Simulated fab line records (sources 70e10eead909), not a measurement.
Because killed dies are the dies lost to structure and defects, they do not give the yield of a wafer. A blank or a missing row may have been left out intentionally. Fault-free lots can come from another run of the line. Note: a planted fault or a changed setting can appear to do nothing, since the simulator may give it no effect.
Chamber matching	flow nand_harc	ald_hk-04 running NHARC_A_CHANNEL_FILL_D1_ALD_14: 4 sister chambers
The step deposits SiO2, target thk 2.5 nm, pulse time 10 s, ald cycles 25. 8 wafers are shown with their chamber, then 10 later ones without.

## WAFERS, EACH WITH ITS CHAMBER
wafer	chamber	heater_power_w (W)	precursor_pulse_height_rel
L087.6	0	494	0.966
L086.2	1	474	1.003
L086.6	3	469	0.996
L090.1	1	464	1.036
L090.2	0	489	1.000
L090.5	2	480	0.986
L089.1	3	470	1.003
L089.4	2	495	0.976

## WAFERS WHOSE CHAMBER IS MISSING
wafer	heater_power_w (W)	precursor_pulse_height_rel
L089.5	477	1.008
L088.2	456	1.027
L088.4	489	0.997
L088.5	479	1.022
L092.3	482	1.004
L092.4	482	0.966
L092.6	469	0.981
L096.3	494	0.974
L096.4	490	0.984
L096.5	485	0.981

## EACH ONE'S CHAMBER
wafer	from the rows above	in truth
L089.5	can't be placed: 3 or 1 or 2 or 0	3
L088.2	can't be placed: 1 or 3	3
L088.4	can't be placed: 0 or 2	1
L088.5	can't be placed: 1 or 3 or 2 or 0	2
L092.3	can't be placed: 2 or 0 or 3 or 1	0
L092.4	can't be placed: 2 or 0 or 3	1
L092.6	can't be placed: 3 or 1 or 2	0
L096.3	can't be placed: 0 or 2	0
L096.4	can't be placed: 0 or 2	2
L096.5	can't be placed: 2 or 0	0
Placed correctly: 0 of 10. Can't be placed from these rows: 10 (the true chamber is among the candidates in 7). Wrongly placed: 0.
How it was worked out, from the rows above alone: a wafer's distance from a chamber is the root of the sum, over the readings, of the square of ((its reading less the chamber's mean) divided by the reading's scatter). If the next closest chamber is less than 2 further off than the closest, the wafer can't be placed; otherwise it belongs to the closest. A chamber's mean is the mean of its shown wafers. The scatter: the root of (the sum of the squares of (reading less its chamber's mean) over the shown wafers, divided by (wafers less chambers)).
